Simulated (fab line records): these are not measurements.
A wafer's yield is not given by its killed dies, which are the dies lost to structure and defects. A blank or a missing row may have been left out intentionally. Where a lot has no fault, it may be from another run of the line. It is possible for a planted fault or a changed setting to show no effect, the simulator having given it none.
fab line records ; flow nand_harc
record lots=11; wafers=33; last_day=33
route steps=1302 shown A_M0@1137 A_BONDPAD@1222 THIN_TSV@1261 END@1302
lots with no fault: from the same line, run without faults
start_h: start of the lot's first displayed wafer, in hours after the record's first day ; wait_h: how many hours have passed since the lot's step before this one ; " identical to the entry in the row above ; L1.1+2: several wafers, shown together as one row ; - value missing, or start not given ; * or withheld: withheld ; < > ~ a bound
route shown NAME@n: names a module that has steps shown in the file, with the first one's number in the route ; usual: average and standard deviation across the fault-free wafers ; same: alike in all rows ; chamber/n: place in a boat ; sites: per-site readings ; _std_site: standard deviation of those values ; _edge_site: outer sites' mean less inner sites' ; radius_mm: for every site, how far away it sits from the centre of the wafer ; mask NAME#n: copy n ; behind: the most recent tool/chamber to have shaped the wafer ; hold: why the lot was held/for how many hours/how that ended ; device: transistor that didn't switch, given as n, p or np ; end of line: at the end of the route, the tests of the same wafers ; a step with no rows: only its recipe ; killed: the dies lost at the first sort to structure and to defects; this is not the yield of the wafer ; map: the dies of a wafer, with x for killed, . for not killed, _ for no die there
set.NAME: the setting as run; set.NAME@STEP: as run at that earlier step ; model.NAME: the simulator's own value behind a step, which no gauge read
one table for each step of the route and one row for each wafer, over a sample of lots
services: from which hour (start_h, from the record's first day; less than 0 if before it) a tool's chamber was out of use, for how many hours, and why
## steps
# step NHARC_A_M0_DEP_00
# recipe target_thk_a=1500; target_thk_nm=150; temp_c=withheld; pressure_torr=5; flow_sccm=200; rf_w=600; material=SiOC
lot.wafer;tool;chamber;start_h;wait_h;since_wet_clean_h
L519.2;pecvd-02;0;535.51;0.1;114
L519.3;pecvd-02;1;535.51;0.1;114
L519.5;pecvd-02;1;535.51;0.1;-
L520.1;pecvd-01;2;537.39;0.1;32
L520.2;pecvd-01;1;537.39;0.1;32
L520.5;pecvd-01;1;537.39;0.1;-
L518.3;pecvd-04;1;539.60;0.1;77
L518.4;pecvd-04;0;539.60;0.1;-
L518.5;pecvd-04;2;539.60;0.1;-
L526.1;pecvd-02;2;610.56;0.1;8
L526.6;pecvd-02;2;610.56;0.1;-
L526.5;pecvd-02;1;610.56;0.1;-
L525.2;pecvd-04;0;615.04;0.1;152
L525.1;pecvd-04;1;615.04;0.1;152
L525.4;pecvd-04;2;615.04;0.1;-
L527.3;pecvd-01;0;615.73;0.1;111
L527.1;pecvd-01;2;615.73;0.1;111
L527.4;pecvd-01;0;615.73;0.1;-
L529.3;pecvd-01;1;630.23;0.2;125
L529.4;pecvd-01;2;630.23;0.2;-
L529.5;pecvd-01;1;630.23;0.2;-
L530.1;pecvd-02;1;634.94;0.1;33
L530.5;pecvd-02;1;634.94;0.1;-
L530.6;pecvd-02;0;634.94;0.1;-
L532.1;pecvd-02;2;651.97;0.2;50
L532.4;pecvd-02;0;651.97;0.2;-
L532.6;pecvd-02;1;651.97;0.2;-
L535.3;pecvd-02;0;675.40;0.1;73
L535.2;pecvd-02;1;675.40;0.1;73
L535.1;pecvd-02;2;675.40;0.1;73
L541.2;pecvd-04;1;740.33;0.1;96
L541.1;pecvd-04;2;740.33;0.1;96
L541.5;pecvd-04;0;740.33;0.1;-
# step NHARC_A_BONDPAD_STRIP_15
# recipe o2_flow_sccm=500; ar_flow_sccm=0; bias_w=0; chemistry=O2
# usual drypump_motor_current_A=6.0/0.36; oes_product_au=0.997/0.0084; rf_vpp_V=58.1/0.88; showerhead_plenum_p_Torr=3.61/0.12; throttle_valve_pct=17.036/0.009
lot.wafer;tool;chamber;start_h;wait_h;drypump_motor_current_A;oes_product_au;rf_hours_counter_h;rf_vpp_V;showerhead_plenum_p_Torr;throttle_valve_pct
L519.3;rie_diel-04;1;545.47;0.1;6.1;1.024;0;59.5;3.55;17.027
L519.2;rie_diel-04;0;545.47;0.1;6.4;0.990;0;58.1;3.53;17.048
L519.5;rie_diel-04;1;545.47;0.1;6.1;1.015;-;58.1;3.55;17.043
L520.1;rie_diel-09;0;547.36;0.1;6.1;1.003;1;58.0;3.77;17.039
L520.2;rie_diel-09;1;547.36;0.1;6.3;1.001;1;58.2;3.54;17.049
L520.5;rie_diel-09;3;547.36;0.1;6.1;0.992;-;58.2;3.60;17.047
L518.4;rie_diel-04;3;549.71;0.1;6.0;0.995;1;57.7;3.70;17.025
L518.3;rie_diel-04;1;549.71;0.1;6.1;1.011;1;58.7;3.55;17.027
L518.5;rie_diel-04;3;549.71;0.1;6.0;0.985;-;58.3;3.70;17.030
L526.1;rie_diel-04;1;620.87;0.1;6.2;1.002;12;57.9;3.55;17.044
L526.6;rie_diel-04;3;620.87;0.1;6.0;1.000;-;58.2;3.69;17.023
L526.5;rie_diel-04;0;620.87;0.1;6.4;0.993;-;57.4;3.53;17.037
L525.1;rie_diel-09;3;625.24;0.1;6.1;0.991;4;57.5;3.60;17.043
L525.4;rie_diel-09;0;625.24;0.1;6.1;1.012;4;58.3;3.77;17.029
L525.2;rie_diel-09;1;625.24;0.1;6.2;0.994;4;57.0;3.54;17.036
L527.3;rie_diel-09;2;625.85;0.1;5.1;0.982;3;56.7;3.41;17.040
L527.4;rie_diel-09;3;625.85;0.1;6.1;0.987;4;57.9;3.60;17.023
L527.1;rie_diel-09;0;625.85;0.1;6.1;0.997;4;59.3;3.77;17.041
L529.3;rie_diel-04;2;640.19;0.1;6.0;0.994;15;57.7;3.69;17.049
L529.4;rie_diel-04;3;640.19;0.1;6.0;1.001;15;59.1;3.69;17.042
L529.5;rie_diel-04;3;640.19;0.1;6.0;1.010;-;57.0;3.69;17.035
L530.1;rie_diel-04;1;645.16;0.1;6.1;1.002;17;56.3;3.55;17.045
L530.5;rie_diel-04;3;645.16;0.1;6.0;0.998;-;57.6;3.69;17.040
L530.6;rie_diel-04;0;645.16;0.1;6.4;0.999;-;58.0;3.53;17.051
L532.1;rie_diel-09;0;662.05;0.1;6.1;0.994;5;60.3;3.77;17.040
L532.4;rie_diel-09;2;662.05;0.1;5.1;0.998;4;55.9;3.41;17.032
L532.6;rie_diel-09;1;662.05;0.1;6.3;0.995;-;58.6;3.54;17.021
L535.3;rie_diel-01;0;685.45;0.1;5.4;1.003;37;57.2;3.75;17.038
L535.1;rie_diel-01;2;685.45;0.1;6.2;1.023;34;58.1;3.79;17.030
L541.2;rie_diel-09;1;762.52;0.1;6.3;0.992;2;57.1;3.54;17.038
L541.1;rie_diel-09;3;762.52;0.1;6.1;0.991;2;59.5;3.60;17.040
L541.5;rie_diel-09;1;762.52;0.1;6.3;0.990;-;58.0;3.54;17.032
# step NHARC_THIN_TSV_DESCUM_14
# recipe time_s=3; o2_flow_sccm=200; ar_flow_sccm=0; bias_power_w=0; chemistry=O2
# usual drypump_motor_current_A=5.7/0.44; oes_product_au=0.999/0.0094; rf_vpp_V=57.9/0.81; showerhead_plenum_p_Torr=1.92/0.088; throttle_valve_pct=11.311/0.0088
lot.wafer;tool;chamber;start_h;wait_h;drypump_motor_current_A;oes_product_au;rf_hours_counter_h;rf_vpp_V;showerhead_plenum_p_Torr;throttle_valve_pct
L520.1;rie_diel-03;1;560.39;-;6.2;1.017;4.7;57.5;1.86;11.318
L520.2;rie_diel-03;2;560.39;-;6.0;1.018;4.0;58.6;1.96;11.297
L520.5;rie_diel-03;3;560.39;-;5.4;0.979;-;55.4;1.83;11.320
L519.2;rie_diel-06;0;561.47;-;5.8;0.991;2.8;57.4;1.95;11.320
L519.3;rie_diel-06;2;561.47;-;5.2;1.010;2.8;57.2;2.06;11.322
L519.5;rie_diel-06;3;561.47;-;5.8;0.998;-;58.0;1.78;11.313
L518.4;rie_diel-03;1;564.53;-;6.2;0.998;5.3;57.5;1.86;11.318
L518.3;rie_diel-03;0;564.53;-;5.9;0.995;5.2;56.7;1.92;11.315
L518.5;rie_diel-03;1;564.53;-;6.2;1.004;-;58.2;1.86;11.320
L526.1;rie_diel-06;1;635.31;-;5.1;1.002;6.2;58.8;2.05;11.314
L526.5;rie_diel-06;3;635.31;-;5.9;1.012;-;57.0;1.78;11.315
L526.6;rie_diel-06;0;635.31;-;5.8;0.991;-;58.3;1.95;11.320
L525.4;rie_diel-06;1;639.82;-;5.1;0.994;6.7;59.2;2.05;11.304
L525.2;rie_diel-06;2;639.82;-;5.2;0.989;6.5;59.0;2.06;11.311
L525.1;rie_diel-06;3;639.82;-;5.8;0.999;6.2;57.8;1.78;11.302
L527.1;rie_diel-06;0;641.01;-;5.8;0.989;7.4;56.8;1.95;11.310
L527.4;rie_diel-06;2;641.01;-;5.2;0.990;6.7;58.2;2.06;11.308
L527.3;rie_diel-06;3;641.01;-;5.8;1.005;6.5;57.5;1.78;11.316
L529.4;rie_diel-06;3;654.89;-;5.8;0.983;7.0;57.9;1.78;11.322
L529.3;rie_diel-06;1;654.89;-;5.1;1.003;8.0;57.7;2.05;11.312
L529.5;rie_diel-06;2;654.89;-;5.2;1.003;-;59.4;2.06;11.308
L530.1;rie_diel-06;1;659.74;-;5.1;1.008;8.3;57.7;2.05;11.324
L530.6;rie_diel-06;1;659.74;-;5.1;0.995;-;58.8;2.05;11.313
L530.5;rie_diel-06;2;659.74;-;5.2;1.007;-;58.6;2.06;11.303
L532.1;rie_diel-03;0;677.57;-;5.9;0.995;2.3;57.8;1.92;11.296
L532.4;rie_diel-03;3;677.57;-;5.4;0.983;-;56.8;1.83;11.306
L532.6;rie_diel-03;3;677.57;-;5.4;0.988;-;56.1;1.83;11.323
L535.3;rie_diel-03;1;705.67;-;6.2;1.006;4.8;58.0;1.85;11.300
L535.1;rie_diel-03;3;705.67;-;5.4;0.988;4.7;58.4;1.83;11.326
L541.2;rie_diel-03;0;777.02;-;5.9;0.987;8.0;59.2;1.91;11.327
L541.1;rie_diel-03;1;777.02;-;6.2;1.012;7.9;57.8;1.85;11.313
L541.5;rie_diel-03;0;777.02;-;5.9;0.985;-;58.0;1.91;11.297
# step NHARC_THIN_TSV_CD_MEAS_33
# recipe target_cd_nm=5000; landing_energy_ev=500
# usual cd_nm=4999.3/2.3
lot.wafer;tool;chamber;start_h;wait_h;cd_nm
L520.1;cd_sem-02;0;566.24;-;5001.4
L520.2;cd_sem-02;0;566.24;-;5001.3
L520.5;cd_sem-02;0;566.24;-;5002.6
L519.2;cd_sem-02;0;567.18;-;4995.7
L519.3;cd_sem-02;0;567.18;-;4994.9
L519.5;cd_sem-02;0;567.18;-;4997.0
L518.3;cd_sem-01;0;570.80;-;4992.7
L518.4;cd_sem-01;0;570.80;-;4995.4
L518.5;cd_sem-01;0;570.80;-;4995.5
L526.1;cd_sem-01;0;640.96;-;4997.1
L526.5;cd_sem-01;0;640.96;-;4999.7
L526.6;cd_sem-01;0;640.96;-;4996.6
L525.1;cd_sem-02;0;646.06;-;4997.4
L525.2;cd_sem-02;0;646.06;-;4995.5
L525.4;cd_sem-02;0;646.06;-;4996.6
L527.1;cd_sem-02;0;646.99;-;5002.9
L527.3;cd_sem-02;0;646.99;-;4999.7
L527.4;cd_sem-02;0;646.99;-;5002.2
L529.3;cd_sem-03;0;660.60;-;4999.1
L529.4;cd_sem-03;0;660.60;-;4999.3
L529.5;cd_sem-03;0;660.60;-;5001.4
L530.1;cd_sem-01;0;665.47;-;5001.6
L530.5;cd_sem-01;0;665.47;-;5001.0
L530.6;cd_sem-01;0;665.47;-;4999.9
L532.1;cd_sem-03;0;683.60;-;4995.7
L532.4;cd_sem-03;0;683.60;-;4996.0
L532.6;cd_sem-03;0;683.60;-;4995.5
L535.1;cd_sem-01;0;711.31;-;5000.6
L535.3;cd_sem-01;0;711.31;-;5001.3
L541.1;cd_sem-02;0;782.85;-;5001.4
L541.2;cd_sem-02;0;782.85;-;5001.2
L541.5;cd_sem-02;0;782.85;-;5002.1
# step NHARC_END_SORT_01
# recipe temp_c=25
# usual defect_limited_yield=93.3/1.5; killed_at_array=41/10; killed_at_other=0.8/0.91; killed_at_periphery=4.2/2.9; killed_dies=46/10; killed_open=3.5/2.1; killed_short=2.5/1.6; sort_bin_2_pct=2.4/0.71; sort_bin_3_pct=0.6/0.33; sort_bin_4_pct=3.8/0.93; sort_n_pass=631/10; sort_rim_yield_pct=86/4.5; sort_yield_pct=93.3/1.5
# same gross_dies=677; sort_bin_5_pct[%]=0; sort_bin_6_pct[%]=0; sort_bin_7_pct[%]=0; sort_bin_8_pct[%]=0; sort_rim_n_gross=106.00
lot.wafer;tool;chamber;start_h;wait_h;defect_limited_yield[%];killed_at_array;killed_at_other;killed_at_periphery;killed_dies;killed_open;killed_short;sort_bin_2_pct[%];sort_bin_3_pct[%];sort_bin_4_pct[%];sort_n_pass;sort_rim_yield_pct[%];sort_yield_pct[%]
L535.1;prober-01;0;720.53;2.6;93.5;34;2;8;44;3;2;1.6;0.6;4.3;633;92;93.5
L535.2;prober-01;0;721.32;2.8;0;669;1;7;677;3;1;95.7;0.3;4.0;0;0;0
L535.3;prober-01;0;722.12;3.1;94.2;31;2;6;39;1;2;2.4;0.4;3.0;638;89;94.2
# killed by level:class
L535.1 A_SLIT:chamber_film_flake=14 P_M1:chamber_film_flake=5 A_CHANNEL_HOLE_D1:chamber_film_flake=3 A_STAIRCASE:chamber_film_flake=3 A_BONDPAD:chamber_film_flake=3 A_CHANNEL_HOLE_D1:geometric_particle:short=2 A_WL_FILL:geometric_particle:open=2 A_CHANNEL_HOLE_D2:chamber_film_flake=2
L535.2 A_M0:area_dep=632 A_SLIT:chamber_film_flake=11 A_CHANNEL_HOLE_D1:chamber_film_flake=7 A_CONTACT:chamber_film_flake=7 A_STAIRCASE:chamber_film_flake=5 P_M1:chamber_film_flake=4 A_CONTACT:geometric_particle:open=2 P_GATE:chamber_film_flake=2
L535.3 A_SLIT:chamber_film_flake=9 A_STAIRCASE:chamber_film_flake=6 A_CHANNEL_HOLE_D1:chamber_film_flake=5 A_CONTACT:chamber_film_flake=3 P_GATE:chamber_film_flake=3 A_CHANNEL_HOLE_D2:chamber_film_flake=2 A_M0:chamber_film_flake=2 THIN_TSV:chamber_film_flake=2
## services
tool;chamber;start_h;hours;kind
rie_diel-03;0;528.00;2.7;repair
rie_diel-09;1;529.08;2.1;repair
rie_diel-06;3;529.62;5.5;repair
rie_diel-04;-;531.99;9.0;pm
rie_diel-09;2;541.70;3.1;repair
rie_diel-04;1;562.54;2.9;repair
rie_diel-03;1;571.06;13.7;repair
rie_diel-04;0;572.98;42.3;repair
rie_diel-09;2;585.83;3.8;repair
pecvd-02;-;589.30;13.0;pm
rie_diel-03;1;596.35;9.1;repair
rie_diel-03;1;625.97;15.1;repair
rie_diel-03;-;635.36;9.0;pm
rie_diel-06;-;639.15;0.5;repair
rie_diel-06;-;661.20;9.0;pm
rie_diel-06;3;672.30;4.1;repair
rie_diel-09;-;674.10;9.0;pm
rie_diel-03;2;676.14;6.2;repair
rie_diel-06;3;695.15;4.3;repair
rie_diel-04;-;708.99;9.0;pm
pecvd-02;-;711.32;10.2;repair
rie_diel-09;3;721.29;2.7;repair
pecvd-02;-;770.55;13.0;pm
rie_diel-06;1;770.60;19.2;repair
## key
first_sign step=NHARC_END_SORT_01; reading=sort_bin_2_pct; direction=up; sigmas=99+; usual=2.4; struck=95.7
effect step=NHARC_END_SORT_01; reading=defect_limited_yield; direction=down; sigmas=63; usual=93.3; struck=0
more_kills_born_at NHARC_A_M0_DEP_00@pecvd-02=632
met_at NHARC_A_M0_DEP_00
struck_lots L535
struck_wafers L535.2
later_rows_left_out L535.2
not_acting_at NHARC_A_BONDPAD_STRIP_15,NHARC_THIN_TSV_DESCUM_14,NHARC_THIN_TSV_CD_MEAS_33
onset_between 651.97 675.40
fault kind=process_parameter_drift; tool=pecvd-02; chamber=-; onset_h=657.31; steps=NHARC_A_M0_DEP_00; channel=target_thk_a; offset=*; shape=step; end_h=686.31; scope=struck_wafers_only; acts_in=*; stated=*
# later_rows_left_out: the simulator's readings of these wafers behind a module that went badly wrong aren't trusted and aren't shown, but for the sort
